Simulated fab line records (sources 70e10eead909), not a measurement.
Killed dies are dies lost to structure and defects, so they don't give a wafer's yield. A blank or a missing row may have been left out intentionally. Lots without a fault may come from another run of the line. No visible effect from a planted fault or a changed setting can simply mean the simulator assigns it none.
fab line records	flow nandHarc
[record] lots = 12	wafers = 36	lastDay = 34
route steps=1302 shown A_SLIT@943 A_SIN_REMOVE@951 A_WL_FILL@952
lots untouched by any fault: they come from a run of this same line in which no faults occurred
startH: start of the lot's first displayed wafer, in hours after the record's first day	waitH: time in hours since the lot's previous step	" identical to the entry in the row above	L1.1+2: one row covering several wafers at once	- value missing, or start not given	* or withheld: withheld	< > ~ a bound
route shown NAME@n: NAME is a module with steps in the file, n the number in the route of the first one	usual: mean/standard deviation taken from wafers without a fault	same: alike in all rows	chamber/n: place in a boat	sites: per-site readings	_std_site: standard deviation of those values	_edge_site: the outer-site mean with the inner-site mean subtracted	radiusMm: for every site, how far away it sits from the centre of the wafer	mask NAME#n: copy n	behind: the most recent tool/chamber to have shaped the wafer	hold: reason for holding the lot/hours on hold/outcome of the hold	device: names the non-switching transistor (n, p or np)	end of line: at the end of the route, the tests of the same wafers	where a step has no rows: the recipe by itself	killed: not the wafer's yield, but the dies lost to structure and defects at the first sort	map: a wafer's dies, x killed, . not, _ none there
set.NAME: the setting that was run; set.NAME@STEP: the one run at that earlier step	model.NAME: the simulator's own value behind a step, which no gauge read
steps of the route over a sample of lots; a table a step, a row a wafer
services: a tool's chamber out of use, with start hour (startH, from the record's first day; less than 0 if before it), hours out, and reason
[[steps]]
[step NHARC_A_SLIT_STRIP_18]
[recipe] o2FlowSccm = 500	arFlowSccm = 0	biasW = 0	chemistry = O2
[usual] drypumpMotorCurrentA = 5.9/0.47	o2FlowSccm = 500.0/1.6	oesProductAu = 1.004/0.012	rfVppV = 57.5/0.96	showerheadPlenumPTorr = 3.44/0.15	throttleValvePct = 17.035/0.0082
lot.wafer	tool	chamber	startH	waitH	drypumpMotorCurrentA	o2FlowSccm	oesProductAu	rfHoursCounterH	rfVppV	showerheadPlenumPTorr	throttleValvePct
L617.2	rieDiel-13	1	-	-	5.8	501.7	1.015	5.7	57.4	3.33	17.021
L617.3	"	0	"	"	5.0	502.3	1.018	6.5	58.8	3.35	17.040
L617.6	"	2	"	"	6.3	500.1	0.993	-	58.6	3.31	17.032
L616.4	rieDiel-10	2	-	-	5.9	498.8	0.996	3.6	56.7	3.41	17.035
L616.2	"	3	"	"	5.7	499.6	0.995	3.9	59.5	3.64	17.033
L616.5	"	2	"	"	5.9	502.8	0.997	-	57.8	3.41	17.046
L618.2	rieDiel-13	2	-	-	6.3	497.6	1.005	6.0	56.0	3.31	17.037
L618.1	"	0	"	"	5.0	499.4	0.992	7.6	56.9	3.35	17.063
L618.3	"	1	"	"	5.8	498.6	1.022	6.9	57.6	3.32	17.044
L619.4	rieDiel-13	0	-	-	5.0	499.8	0.994	8.9	56.5	3.35	17.033
L619.1	"	1	"	"	5.8	501.0	1.007	8.1	56.4	3.32	17.039
L619.5	"	1	"	"	5.8	500.1	1.011	-	56.5	3.32	17.036
L620.2	rieDiel-13	0	-	-	5.0	501.0	1.000	9.0	58.5	3.35	17.027
L620.4	"	3	"	"	6.5	501.7	0.982	7.8	57.9	3.31	17.032
L620.6	"	0	"	"	5.0	502.5	1.001	-	60.1	3.35	17.031
L623.1	rieDiel-01	2	-	-	6.6	499.5	1.004	7.3	57.1	3.49	17.043
L623.3	"	3	"	"	5.3	499.0	1.001	6.8	58.1	3.68	17.028
L623.4	"	0	"	"	5.7	498.7	1.027	6.0	58.9	3.69	17.028
L627.4	rieDiel-13	3	-	-	6.5	502.6	1.011	1.6	57.6	3.31	17.034
L627.3	"	2	"	"	6.3	498.9	1.003	1.4	58.2	3.31	17.038
L627.5	"	3	"	"	6.5	499.2	1.007	-	56.3	3.31	17.041
L633.2	rieDiel-10	1	-	-	6.2	500.6	1.004	2.0	58.8	3.59	17.048
L633.4	"	2	"	"	5.9	501.3	0.998	2.1	57.4	3.40	17.016
L633.5	"	1	"	"	6.2	498.5	0.993	-	57.1	3.59	17.036
L635.4	rieDiel-10	3	-	-	5.7	498.5	1.004	4.0	57.4	3.64	17.029
L635.3	"	2	"	"	5.9	498.2	1.002	3.9	57.0	3.40	17.034
L635.5	"	3	"	"	5.7	501.1	0.997	-	57.0	3.64	17.041
L637.4	rieDiel-01	1	-	-	6.4	500.5	1.001	4.5	58.3	3.61	17.044
L637.5	"	1	"	"	6.4	501.5	0.989	-	58.2	3.61	17.041
L637.6	"	2	"	"	6.7	498.6	0.999	-	57.2	3.49	17.046
L638.2	rieDiel-13	0	-	-	5.1	499.1	1.005	8.7	57.4	3.35	17.045
L638.1	"	2	"	"	6.3	496.7	0.984	8.3	57.2	3.31	17.037
L638.5	"	3	"	"	6.5	500.0	0.995	-	57.3	3.30	17.041
L639.2	rieDiel-10	0	-	-	5.8	500.4	1.027	4.9	56.4	3.28	17.029
L639.4	"	1	"	"	6.1	499.3	1.003	4.8	57.4	3.58	17.028
L639.6	"	3	"	"	5.7	501.1	1.004	-	59.0	3.63	17.032
[step NHARC_A_SIN_REMOVE_INSPECT_04]
[usual] rawDefectCount = 391/84
lot.wafer	tool	chamber	startH	waitH	rawDefectCount
L617.2	defectInspect-01	-	474.50	0.0	398
L617.3	"	-	"	"	376
L617.6	"	-	"	"	600
L616.2	defectInspect-02	-	474.51	0.0	486
L616.4	"	-	"	"	427
L616.5	"	-	"	"	475
L618.1	defectInspect-02	-	484.76	0.0	569
L618.2	"	-	"	"	454
L618.3	"	-	"	"	523
L619.1	defectInspect-01	-	492.59	0.0	419
L619.4	"	-	"	"	428
L619.5	"	-	"	"	335
L620.2	defectInspect-01	-	497.03	0.0	347
L620.4	"	-	"	"	335
L620.6	"	-	"	"	286
L623.1	defectInspect-02	-	539.28	0.0	576
L623.3	"	-	"	"	563
L623.4	"	-	"	"	381
L627.3	defectInspect-02	-	568.84	0.0	355
L627.4	"	-	"	"	592
L627.5	"	-	"	"	426
L633.2	defectInspect-01	-	641.12	0.0	493
L633.4	"	-	"	"	420
L633.5	"	-	"	"	447
L635.3	defectInspect-01	-	658.16	0.0	376
L635.4	"	-	"	"	383
L635.5	"	-	"	"	449
L638.1	defectInspect-01	-	681.05	0.0	405
L638.2	"	-	"	"	359
L638.5	"	-	"	"	337
L637.4	defectInspect-02	-	681.07	0.0	269
L637.5	"	-	"	"	330
L637.6	"	-	"	"	329
L639.2	defectInspect-01	-	704.32	0.0	346
L639.4	"	-	"	"	445
L639.6	"	-	"	"	317
[step NHARC_A_WL_FILL_ALD_00]
[recipe] targetThkA = 30	pulseTimeS = 3	aldCycles = 30	tempC = 300	material = Al2O3
[usual] aldCycles = 30/0	heaterPowerW = 478/71	precursorPulseHeightRel = 1.002/0.022
lot.wafer	tool	chamber	startH	waitH	aldCycles	heaterPowerW	precursorPulseHeightRel
L617.2	aldHk-02	0	474.59	0.1	30	420	0.962
L617.3	"	1	"	"	30	436	1.029
L617.6	"	0	"	"	30	419	1.038
L616.4	aldHk-01	1	474.64	0.1	30	585	1.026
L616.2	"	2	"	"	30	388	1.014
L616.5	"	0	"	"	30	372	1.012
L618.3	aldHk-03	0	484.82	0.1	30	406	0.976
L618.2	"	1	"	"	30	475	1.055
L618.1	"	2	"	"	30	465	0.985
L619.1	aldHk-03	0	494.73	2.1	30	396	1.020
L619.4	"	2	"	"	30	468	1.018
L619.5	"	0	"	"	30	395	0.977
L620.4	aldHk-01	0	497.13	0.1	30	370	1.002
L620.2	"	1	"	"	30	577	0.957
L620.6	"	0	"	"	30	356	0.986
L623.1	aldHk-01	3	539.72	0.4	25	569	1.034
L623.4	"	0	"	"	30	365	0.968
L623.3	"	1	"	"	25	572	1.005
L627.4	aldHk-01	2	568.94	0.1	30	420	1.027
L627.3	"	0	"	"	25	355	1.037
L627.5	"	1	"	"	30	591	1.009
L633.2	aldHk-02	2	641.18	0.1	30	630	1.052
L633.4	"	1	"	"	30	449	0.994
L633.5	"	3	"	"	30	516	0.982
L635.4	aldHk-03	1	659.02	0.9	30	485	1.035
L635.3	"	3	"	"	30	471	0.988
L635.5	"	1	"	"	30	482	1.018
L638.1	aldHk-02	3	681.12	0.1	30	504	1.003
L638.2	"	2	"	"	30	636	0.995
L638.5	"	0	"	"	30	426	1.010
L637.4	aldHk-03	2	681.16	0.1	30	481	1.030
L637.6	"	1	"	"	30	486	0.963
L637.5	"	2	"	"	30	491	0.992
L639.4	aldHk-03	1	704.66	0.3	30	492	1.001
L639.2	"	2	"	"	30	487	0.982
L639.6	"	1	"	"	30	481	1.032
[step NHARC_A_WL_FILL_ALD_10]
[recipe] targetThkA = 500	pulseTimeS = 10	aldCycles = 500	tempC = 300	material = SiO2
[usual] aldCycles = 500/0	heaterPowerW = 478/71	precursorPulseHeightRel = 1.000/0.018
lot.wafer	tool	chamber	startH	waitH	aldCycles	heaterPowerW	precursorPulseHeightRel
L616.2	aldHk-03	3	482.12	0.6	500	501	1.021
L616.4	"	0	"	"	500	400	1.008
L616.5	"	2	483.66	2.1	500	493	0.968
L617.3	aldHk-02	2	482.64	1.1	500	644	1.004
L617.2	"	3	"	"	500	494	1.010
L617.6	"	1	484.18	2.6	500	442	0.999
L618.1	aldHk-03	1	495.38	1.2	500	487	0.984
L618.3	"	2	"	"	500	458	0.997
L618.2	"	3	"	"	500	506	0.997
L620.2	aldHk-02	0	501.80	0.1	500	415	0.953
L620.4	"	1	"	"	500	445	0.997
L620.6	"	1	504.41	2.7	500	430	1.013
L619.1	aldHk-01	1	501.81	0.1	500	585	1.031
L619.4	"	3	502.81	1.1	500	562	0.996
L619.5	"	2	504.33	2.6	500	400	1.002
L623.1	aldHk-03	1	550.52	3.4	500	479	0.995
L623.3	"	3	551.57	4.4	500	494	1.042
L623.4	"	0	"	"	500	394	0.983
L627.3	aldHk-02	1	577.06	0.6	500	450	0.984
L627.4	"	3	578.11	1.6	500	512	1.054
L627.5	"	1	579.16	2.7	500	453	1.003
L633.4	aldHk-01	3	648.76	0.6	500	567	0.988
L633.2	"	0	"	"	500	372	1.025
L633.5	"	3	650.81	2.6	500	557	0.972
L635.4	aldHk-01	3	667.12	1.1	500	570	1.032
L635.3	"	0	"	"	500	370	1.016
L635.5	"	1	"	"	500	567	0.991
L638.1	aldHk-01	2	687.68	0.1	500	418	0.974
L638.2	"	1	689.21	1.6	500	556	0.997
L638.5	"	2	"	"	500	416	1.004
L637.4	aldHk-03	2	689.23	1.6	500	498	0.992
L637.6	"	3	"	"	500	474	0.972
L637.5	"	0	"	"	500	409	1.009
L639.4	aldHk-01	2	712.29	0.6	500	423	1.011
L639.2	"	3	"	"	500	553	1.002
L639.6	"	1	713.82	2.1	500	582	1.006
[[services]]
tool	chamber	startH	hours	kind
aldHk-01	-	475.98	10.0	pm
aldHk-01	0	475.98	10.0	ventCycle
aldHk-01	1	475.98	10.0	ventCycle
aldHk-01	2	475.98	10.0	ventCycle
aldHk-01	3	475.98	10.0	ventCycle
aldHk-03	-	501.06	3.2	repair
rieDiel-13	-	519.14	9.0	pm
rieDiel-01	0	539.75	21.2	repair
rieDiel-01	-	557.80	9.0	pm
rieDiel-01	3	568.37	4.6	repair
aldHk-03	-	570.08	10.0	pm
rieDiel-10	1	577.96	2.7	repair
aldHk-02	-	586.04	0.4	repair
rieDiel-13	1	586.76	7.2	repair
rieDiel-10	-	596.50	9.0	pm
rieDiel-01	2	603.76	15.7	repair
rieDiel-01	2	632.60	1.3	repair
aldHk-01	-	653.98	10.0	pm
rieDiel-13	2	655.52	4.0	repair
aldHk-02	-	656.67	1.1	repair
rieDiel-13	-	696.22	9.0	pm
aldHk-02	-	700.88	0.4	repair
rieDiel-10	0	702.56	5.9	repair
aldHk-02	-	709.61	10.0	pm
[[key]]
[firstSign] step = NHARC_A_WL_FILL_ALD_00	reading = aldCycles	direction = down	sigmas = 99+	usual = 30	struck = 25
effect none on later readings
metAt NHARC_A_WL_FILL_ALD_00
struckLots L623,L627
struckWafers L623.1,L623.3,L627.3
testerLeftOut L623,L627
notActingAt NHARC_A_SLIT_STRIP_18,NHARC_A_SIN_REMOVE_INSPECT_04,NHARC_A_WL_FILL_ALD_10
onsetBetween 497.13 539.72
[fault] kind = processParameterDrift	tool = aldHk-01	chamber = -	onsetH = 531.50	steps = NHARC_A_WL_FILL_ALD_00	channel = aldCycles	offset = -5	shape = step	endH = 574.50	scope = struckWafersOnly	actsIn = theseRecipesOnly	stated = 30
// testerLeftOut: of these lots the tester's yield and bins aren't shown, on N5 and GAA mostly nor the transistor test; their killed dies are dies lost to structure and defects alone, not to doping, threshold or leakage, so they don't give the yield
